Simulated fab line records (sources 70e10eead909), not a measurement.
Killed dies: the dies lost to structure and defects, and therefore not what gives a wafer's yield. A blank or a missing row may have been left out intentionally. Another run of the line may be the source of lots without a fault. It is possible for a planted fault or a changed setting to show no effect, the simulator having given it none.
The tool behind it: which one?    flow nand-harc    24 lots, 72 wafers sampled, at 4 steps of a route of 1159

== WHAT THE GAUGES READ, wafer by wafer ==
NHARC_P_CONTACT_CD_MEAS_19. Usual: cd-nm reads 89.1 nm (standard deviation 2.5).
lot   measured      on         cd-nm (nm)      flag
L074  day 5 13:44   cd-sem-03  91.9 88.0 86.7  
L075  day 5 14:49   cd-sem-02  86.9 89.2 88.3  
L077  day 6 04:40   cd-sem-02  86.4 90.9 84.1  
L076  day 6 01:37   cd-sem-02  90.4 92.3 90.3  
L078  day 6 17:49   cd-sem-02  92.0 91.3 87.5  
L079  day 6 17:04   cd-sem-03  87.6 90.6 88.6  
L080  day 7 06:38   cd-sem-03  87.0 87.6 90.4  
L081  day 7 06:50   cd-sem-03  84.2 90.6 86.7  
L082  day 7 20:14   cd-sem-03  86.8 89.3 85.5  
L083  day 7 19:22   cd-sem-02  91.7 87.8 88.2  
L084  day 7 18:55   cd-sem-03  89.6 94.8 85.8  
L085  day 8 23:20   cd-sem-03  90.5 89.0 92.4  
L086  day 9 03:46   cd-sem-02  87.8 88.5 90.7  
L087  day 8 20:25   cd-sem-03  86.1 87.2 86.4  
L088  day 8 22:20   cd-sem-02  90.1 87.5 86.6  
L089  day 9 10:47   cd-sem-02  88.1 88.0 88.5  
L090  day 9 15:26   cd-sem-03  91.7 89.6 90.9  
L091  day 9 20:19   cd-sem-03  92.0 92.1 92.2  
L092  day 9 19:33   cd-sem-02  94.6 87.3 92.2  
L093  day 10 05:40  cd-sem-02  86.8 88.7 86.7  
L094  day 10 12:24  cd-sem-03  87.2 86.1 91.5  
L095  day 10 23:48  cd-sem-03  88.7 90.5 90.8  
L096  day 10 22:56  cd-sem-02  89.3 88.3 91.9  
L097  day 11 03:34  cd-sem-03  87.3 90.7 91.3  

== EACH LOT AND THE TOOL THAT RAN IT (in order: tool; ch and the chambers of the sampled wafers; start) ==
lot   NHARC_P_STI_DESCUM_14              NHARC_P_GATE_DESCUM_31              NHARC_P_GATE_STRIP_112
L074  rie-diel-07 ch 1,2,3, day 2 13:40  rie-diel-03 ch 0,2,3, day 4 15:58   plasma-asher-02 ch 0,1, day 5 06:37
L075  rie-diel-08 ch 1,2,3, day 2 13:50  rie-diel-03 ch 0,2,3, day 4 16:16   plasma-asher-02 ch 0,1, day 5 06:56
L077  rie-diel-07 ch 0,2,3, day 3 02:30  rie-diel-10 ch 1,2,3, day 5 04:38   plasma-asher-02 ch 0,1, day 5 21:40
L076  rie-diel-08 ch 0,2,3, day 3 02:39  rie-diel-10 ch 2,3, day 5 04:53     plasma-asher-02 ch 0,1, day 5 18:58
L078  rie-diel-08 ch 0,3, day 3 13:31    rie-diel-03 ch 1,2,3, day 5 20:33   plasma-asher-02 ch 0,1, day 6 10:42
L079  rie-diel-07 ch 0,2,3, day 3 13:43  rie-diel-11 ch 0,2,3, day 5 20:08   plasma-asher-01 ch 0,1, day 6 10:05
L080  rie-diel-04 ch 1,2, day 3 23:14    rie-diel-03 ch 0,1, day 6 09:22     plasma-asher-02 ch 0,1, day 6 23:41
L081  rie-diel-07 ch 1,2,3, day 4 05:35  rie-diel-11 ch 0,2,3, day 6 09:34   plasma-asher-02 ch 0, day 7 00:01
L082  rie-diel-04 ch 0,1,3, day 4 11:13  rie-diel-03 ch 0,1,2, day 6 20:52   plasma-asher-01 ch 0,1, day 7 13:23
L083  rie-diel-07 ch 0,2, day 4 19:42    rie-diel-03 ch 0,3, day 6 21:41     plasma-asher-02 ch 0,1, day 7 12:12
L084  rie-diel-08 ch 0,1,3, day 4 19:52  rie-diel-03 ch 1,3, day 6 21:29     plasma-asher-01 ch 0,1, day 7 12:01
L085  rie-diel-04 ch 0,2,3, day 5 06:28  rie-diel-03 ch 0,1,3, day 8 00:01   plasma-asher-01 ch 0,1, day 8 16:17
L086  rie-diel-08 ch 0,1,2, day 5 12:52  rie-diel-03 ch 1,2,3, day 8 01:06   plasma-asher-01 ch 0,1, day 8 20:47
L087  rie-diel-08 ch 0,3, day 5 18:28    rie-diel-03 ch 1,2, day 7 23:16     plasma-asher-02 ch 0,1, day 8 13:37
L088  rie-diel-08 ch 1,2, day 6 00:50    rie-diel-11 ch 1,2, day 8 00:38     plasma-asher-02 ch 0,1, day 8 14:59
L089  rie-diel-04 ch 0,1, day 6 06:47    rie-diel-03 ch 0,2, day 8 11:20     plasma-asher-01 ch 0,1, day 9 03:32
L090  rie-diel-04 ch 0,2, day 6 11:31    rie-diel-03 ch 1,2,3, day 8 16:22   plasma-asher-01 ch 0,1, day 9 08:23
L091  rie-diel-04 ch 1,2, day 6 19:53    rie-diel-10 ch 2,3, day 8 22:35     plasma-asher-02 ch 0,1, day 9 12:44
L092  rie-diel-08 ch 0,1,2, day 6 19:56  rie-diel-10 ch 1,2,3, day 8 21:56   plasma-asher-01 ch 0,1, day 9 12:31
L093  rie-diel-07 ch 0,1, day 7 05:23    rie-diel-10 ch 0,2,3, day 9 08:02   plasma-asher-02 ch 0,1, day 9 22:11
L094  rie-diel-07 ch 0,1, day 7 13:34    rie-diel-03 ch 0,2,3, day 9 15:01   plasma-asher-01 ch 0,1, day 10 05:17
L095  rie-diel-07 ch 2,3, day 7 19:38    rie-diel-11 ch 0,3, day 10 01:57    plasma-asher-02 ch 0,1, day 10 16:24
L096  rie-diel-07 ch 0,2,3, day 8 01:59  rie-diel-10 ch 1,2,3, day 10 01:48  plasma-asher-02 ch 0,1, day 10 16:11
L097  rie-diel-04 ch 1,2,3, day 8 02:08  rie-diel-10 ch 1,2, day 10 06:00    plasma-asher-02 ch 0,1, day 10 20:38
- NHARC_P_STI_DESCUM_14: chemistry O2, time 3 s.
- NHARC_P_GATE_DESCUM_31: chemistry O2, time 3 s.
- NHARC_P_GATE_STRIP_112: strips in N2/H2, time 200 s.

== AS READ BY THE TOOLS THEMSELVES (means over the sampled wafers that have a number; for cases with no such wafer, the mark the record gives instead) ==
NHARC_P_STI_DESCUM_14. Usual: drypump-motor-current-A 5.8 A, standard deviation 0.37; oes-product-au 1.002 a.u., standard deviation 0.014; rf-vpp-V 58.0 V, standard deviation 0.87; showerhead-plenum-p-Torr 1.95 Torr, standard deviation 0.064; throttle-valve-pct 11.312 %, standard deviation 0.0095.
lot   tool         drypump-motor-current-A (A)  oes-product-au (a.u.)  rf-vpp-V (V)  showerhead-plenum-p-Torr (Torr)  throttle-valve-pct (%)  flag
L074  rie-diel-07  5.6                          0.997                  58.2          1.94                             11.303                  
L075  rie-diel-08  5.8                          1.011                  58.0          1.94                             11.320                  
L077  rie-diel-07  5.7                          1.005                  58.2          1.95                             11.323                  
L076  rie-diel-08  6.2                          1.012                  57.7          1.95                             11.311                  
L078  rie-diel-08  6.4                          1.014                  57.9          1.99                             11.318                  
L079  rie-diel-07  5.8                          0.994                  56.9          1.95                             11.311                  
L080  rie-diel-04  5.8                          0.990                  58.1          1.92                             11.312                  
L081  rie-diel-07  5.6                          0.987                  57.7          1.94                             11.302                  
L082  rie-diel-04  5.7                          0.996                  58.1          1.93                             11.307                  
L083  rie-diel-07  6.0                          0.993                  58.7          2.01                             11.311                  
L084  rie-diel-08  6.0                          1.003                  57.9          1.98                             11.311                  
L085  rie-diel-04  5.5                          1.005                  58.4          2.00                             11.317                  
L086  rie-diel-08  5.8                          1.014                  58.4          1.97                             11.318                  
L087  rie-diel-08  6.4                          1.009                  58.9          1.99                             11.302                  
L088  rie-diel-08  5.4                          1.014                  58.5          1.95                             11.306                  
L089  rie-diel-04  5.9                          0.989                  58.3          1.93                             11.316                  
L090  rie-diel-04  5.6                          0.980                  59.3          2.00                             11.307                  
L091  rie-diel-04  5.8                          0.994                  58.0          1.92                             11.312                  
L092  rie-diel-08  5.8                          1.006                  58.4          1.97                             11.317                  
L093  rie-diel-07  5.6                          1.003                  57.2          1.94                             11.309                  
L094  rie-diel-07  5.8                          1.005                  57.6          1.95                             11.316                  
L095  rie-diel-07  5.8                          1.001                  58.4          1.97                             11.314                  
L096  rie-diel-07  5.8                          1.000                  59.7          1.95                             11.311                  
L097  rie-diel-04  5.5                          1.016                  57.7          1.96                             11.307                  

NHARC_P_GATE_DESCUM_31. Usual: drypump-motor-current-A 5.6 A, standard deviation 0.36; oes-product-au 1.003 a.u., standard deviation 0.012; rf-vpp-V 57.8 V, standard deviation 0.94; showerhead-plenum-p-Torr 1.92 Torr, standard deviation 0.11; throttle-valve-pct 11.310 %, standard deviation 0.0092.
lot   tool         drypump-motor-current-A (A)  oes-product-au (a.u.)  rf-vpp-V (V)  showerhead-plenum-p-Torr (Torr)  throttle-valve-pct (%)  flag
L074  rie-diel-03  5.6                          1.000                  58.1          1.98                             11.309                  
L075  rie-diel-03  5.6                          0.999                  57.9          1.98                             11.309                  
L077  rie-diel-10  5.5                          1.009                  57.8          1.90                             11.312                  
L076  rie-diel-10  5.8                          0.997                  58.2          1.99                             11.307                  
L078  rie-diel-03  5.4                          1.007                  57.3          1.92                             11.304                  
L079  rie-diel-11  6.1                          1.002                  57.5          1.81                             11.301                  
L080  rie-diel-03  5.4                          1.009                  58.3          1.94                             11.314                  
L081  rie-diel-11  6.1                          1.004                  57.0          1.80                             11.302                  
L082  rie-diel-03  5.5                          1.007                  58.7          2.01                             11.313                  
L083  rie-diel-03  5.6                          0.994                  58.3          1.90                             11.315                  
L084  rie-diel-03  5.4                          0.988                  57.2          1.83                             11.312                  
L085  rie-diel-03  5.5                          1.004                  58.5          1.91                             11.311                  
L086  rie-diel-03  5.4                          1.002                  57.2          1.91                             11.311                  
L087  rie-diel-03  5.4                          1.005                  57.5          2.00                             11.317                  
L088  rie-diel-11  5.9                          0.995                  57.5          1.80                             11.310                  
L089  rie-diel-03  5.6                          1.004                  58.7          2.06                             11.315                  
L090  rie-diel-03  5.4                          0.996                  57.3          1.91                             11.306                  
L091  rie-diel-10  5.5                          1.021                  58.2          1.93                             11.304                  
L092  rie-diel-10  5.5                          1.008                  57.5          1.90                             11.307                  
L093  rie-diel-10  5.6                          0.996                  57.8          1.93                             11.314                  
L094  rie-diel-03  5.6                          0.999                  57.9          1.97                             11.315                  
L095  rie-diel-11  6.3                          0.977                  59.2          1.99                             11.309                  
L096  rie-diel-10  5.5                          1.015                  57.7          1.90                             11.298                  
L097  rie-diel-10  5.5                          1.026                  56.9          1.86                             11.310                  

NHARC_P_GATE_STRIP_112. Usual: drypump-motor-current-A 5.49 A, standard deviation 0.25; heater-power-w 96 W, standard deviation 3.3.
lot   tool             drypump-motor-current-A (A)  heater-power-w (W)  flag
L074  plasma-asher-02  5.55                         98                  
L075  plasma-asher-02  5.42                         95                  
L077  plasma-asher-02  5.42                         94                  
L076  plasma-asher-02  5.43                         95                  
L078  plasma-asher-02  5.43                         96                  
L079  plasma-asher-01  5.41                         94                  
L080  plasma-asher-02  5.44                         94                  
L081  plasma-asher-02  5.67                         99                  
L082  plasma-asher-01  5.61                         95                  
L083  plasma-asher-02  5.54                         97                  
L084  plasma-asher-01  5.61                         95                  
L085  plasma-asher-01  5.63                         96                  
L086  plasma-asher-01  5.39                         95                  
L087  plasma-asher-02  5.42                         95                  
L088  plasma-asher-02  5.55                         97                  
L089  plasma-asher-01  5.59                         95                  
L090  plasma-asher-01  5.42                         93                  
L091  plasma-asher-02  5.43                         97                  
L092  plasma-asher-01  5.39                         93                  
L093  plasma-asher-02  5.41                         96                  
L094  plasma-asher-01  5.58                         96                  
L095  plasma-asher-02  5.42                         96                  
L096  plasma-asher-02  5.54                         95                  
L097  plasma-asher-02  5.40                         96                  

== THE ANSWER, worked out from the rows above alone ==
Rule: take the mean of a lot's wafers that have a number; if it is more than 3 standard deviations from the usual mean, the lot is off. A lot without any number at a reading at which 4 lots or more have one is off too. All remaining lots with rows at the step are treated as sound. Order of review: gauges by route order, followed by the tools' own readings, for which a lot's mean as printed above is used. At the first step where some lot is off, the reading lying furthest off is the one used; lots without a number count as furthest.
No lot is off on any of the readings shown, so nothing can be concluded from this.

== WHAT THE SIMULATOR HAD INSERTED ==
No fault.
